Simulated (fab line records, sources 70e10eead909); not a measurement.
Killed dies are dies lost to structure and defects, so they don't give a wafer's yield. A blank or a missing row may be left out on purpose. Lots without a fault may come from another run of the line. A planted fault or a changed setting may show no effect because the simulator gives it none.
Chamber matching | flow nand_harc | NHARC_A_CONTACT_ETCH_88 on rie_diel-05: 4 sister chambers
The step etches the open film in CF4, target depth 39 nm, time 65 s. 30 wafers are shown with their chamber, then 12 later ones without.

WAFERS WITH THEIR CHAMBER
wafer  | chamber | drypump_motor_current_A (A) | showerhead_plenum_p_Torr (Torr) | rf_vpp_V (V)
L075.1 | 2       | 4.7                         | 1.76                            | 150.2
L075.2 | 3       | 5.0                         | 1.75                            | 151.6
L075.3 | 0       | 5.8                         | 1.73                            | 151.2
L078.1 | 1       | 6.1                         | 1.70                            | 150.2
L078.2 | 3       | 5.0                         | 1.75                            | 151.4
L078.3 | 0       | 5.8                         | 1.73                            | 151.3
L078.4 | 2       | 4.7                         | 1.76                            | 151.6
L078.5 | 3       | 5.0                         | 1.75                            | 150.5
L078.6 | 2       | 4.8                         | 1.76                            | 152.5
L077.1 | 2       | 4.7                         | 1.76                            | 151.2
L077.5 | 1       | 6.1                         | 1.70                            | 150.1
L077.6 | 2       | 4.7                         | 1.76                            | 150.2
L081.1 | 1       | 6.1                         | 1.70                            | 150.3
L081.3 | 2       | 4.8                         | 1.76                            | 151.3
L081.4 | 3       | 5.0                         | 1.75                            | 151.2
L080.1 | 2       | 4.8                         | 1.76                            | 150.9
L080.4 | 1       | 6.1                         | 1.70                            | 149.6
L080.5 | 2       | 4.7                         | 1.76                            | 150.9
L084.1 | 3       | 5.0                         | 1.75                            | 151.7
L084.5 | 3       | 5.0                         | 1.75                            | 149.9
L084.6 | 0       | 5.8                         | 1.72                            | 151.4
L088.2 | 3       | 5.0                         | 1.75                            | 149.6
L088.4 | 1       | 6.1                         | 1.70                            | 150.3
L088.6 | 1       | 6.1                         | 1.70                            | 149.7
L086.1 | 3       | 5.0                         | 1.75                            | 151.2
L086.4 | 0       | 5.8                         | 1.72                            | 151.0
L086.6 | 3       | 5.0                         | 1.75                            | 150.8
L091.1 | 2       | 4.7                         | 1.76                            | 151.2
L091.5 | 2       | 4.7                         | 1.76                            | 150.2
L091.6 | 1       | 6.1                         | 1.69                            | 148.6

SIGNATURES (means of the wafers above)
reading                  | chamber 0 | chamber 1 | chamber 2 | chamber 3 | scatter within a chamber
drypump_motor_current_A  | 5.800     | 6.100     | 4.730     | 5.000     | 0.0284
showerhead_plenum_p_Torr | 1.7250    | 1.6986    | 1.7600    | 1.7500    | 0.00267
rf_vpp_V                 | 151.225   | 149.829   | 151.020   | 150.878   | 0.664
Rule: a wafer's distance from a chamber is the root of the sum, over the readings, of the square of ((its reading less the chamber's mean) divided by the reading's scatter). The wafer belongs to the nearest chamber; if the next one is less than 2 further off, it can't be placed. The scatter: the root of (the sum of the squares of (reading less its chamber's mean) over the shown wafers, divided by (wafers less chambers)).

WAFERS WITHOUT THEIR CHAMBER
wafer  | drypump_motor_current_A (A) | showerhead_plenum_p_Torr (Torr) | rf_vpp_V (V)
L089.1 | 5.0                         | 1.75                            | 152.3
L089.2 | 4.8                         | 1.76                            | 151.3
L089.4 | 6.1                         | 1.69                            | 149.8
L090.1 | 4.7                         | 1.76                            | 150.6
L090.2 | 5.0                         | 1.74                            | 152.0
L090.6 | 6.1                         | 1.69                            | 150.9
L092.2 | 5.8                         | 1.72                            | 151.3
L092.3 | 4.7                         | 1.76                            | 151.4
L092.4 | 4.7                         | 1.76                            | 150.1
L095.1 | 6.1                         | 1.69                            | 151.0
L095.2 | 5.0                         | 1.74                            | 152.0
L095.3 | 5.8                         | 1.72                            | 152.3

WHICH CHAMBER EACH WENT THROUGH
wafer  | from the rows above | in truth
L089.1 | 3                   | 3
L089.2 | 2                   | 2
L089.4 | 1                   | 1
L090.1 | 2                   | 2
L090.2 | 3                   | 3
L090.6 | 1                   | 1
L092.2 | 0                   | 0
L092.3 | 2                   | 2
L092.4 | 2                   | 2
L095.1 | 1                   | 1
L095.2 | 3                   | 3
L095.3 | 0                   | 0
Placed correctly: 12 of 12. Can't be placed from these rows: 0. Placed wrongly: 0.
